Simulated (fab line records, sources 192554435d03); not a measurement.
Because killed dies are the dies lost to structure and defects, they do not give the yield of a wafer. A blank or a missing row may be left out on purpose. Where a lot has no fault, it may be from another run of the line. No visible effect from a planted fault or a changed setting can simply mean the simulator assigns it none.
Matching of chambers | flow n5 finfet | 3 sister chambers for N5_BEOL_M6_PECVD_70 on pecvd-04
The step deposits SiO2 from TEOS/O2, target thk 20 nm, time 22.7 s. 3 wafers are shown with their chamber, then 12 later ones without.

== EACH WAFER AND ITS CHAMBER ==
wafer  | chamber | throttle valve pct (%)
L086.5 | 1       | 21.2
L088.2 | 0       | 22.6
L088.5 | 2       | 21.2

== WAFERS MISSING THEIR CHAMBER ==
wafer  | throttle valve pct (%)
L087.1 | 21.5
L087.5 | 21.3
L087.6 | 22.9
L089.1 | 21.5
L089.4 | 22.7
L089.5 | 21.3
L092.2 | 21.5
L092.4 | 21.6
L092.5 | 21.4
L096.2 | 21.3
L096.4 | 21.6
L096.5 | 22.6

== EACH ONE'S CHAMBER ==
wafer  | from the rows above     | in truth
L087.1 | can't be placed: 1 or 2 | 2
L087.5 | can't be placed: 1 or 2 | 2
L087.6 | 0                       | 0
L089.1 | can't be placed: 1 or 2 | 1
L089.4 | 0                       | 0
L089.5 | can't be placed: 1 or 2 | 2
L092.2 | can't be placed: 1 or 2 | 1
L092.4 | can't be placed: 1 or 2 | 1
L092.5 | can't be placed: 1 or 2 | 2
L096.2 | can't be placed: 1 or 2 | 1
L096.4 | can't be placed: 1 or 2 | 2
L096.5 | 0                       | 0
Correct placement for 3 of the 12. Cannot be placed on the basis of these rows: 9; the candidates contain the true chamber in 9. Placed wrongly: 0.
How it was worked out, from the rows above alone: a wafer's distance from a chamber is the root of the sum, over the readings, of the square of ((its reading less the chamber's mean) divided by the reading's scatter). The wafer belongs to the nearest chamber; if the next one is less than 2 further off, it can't be placed. For every chamber, the mean is computed from those of its wafers that are shown. The scatter (one wafer shown for each chamber): square how far every hidden wafer sits from the nearest shown wafer, average those squares and take the square root.
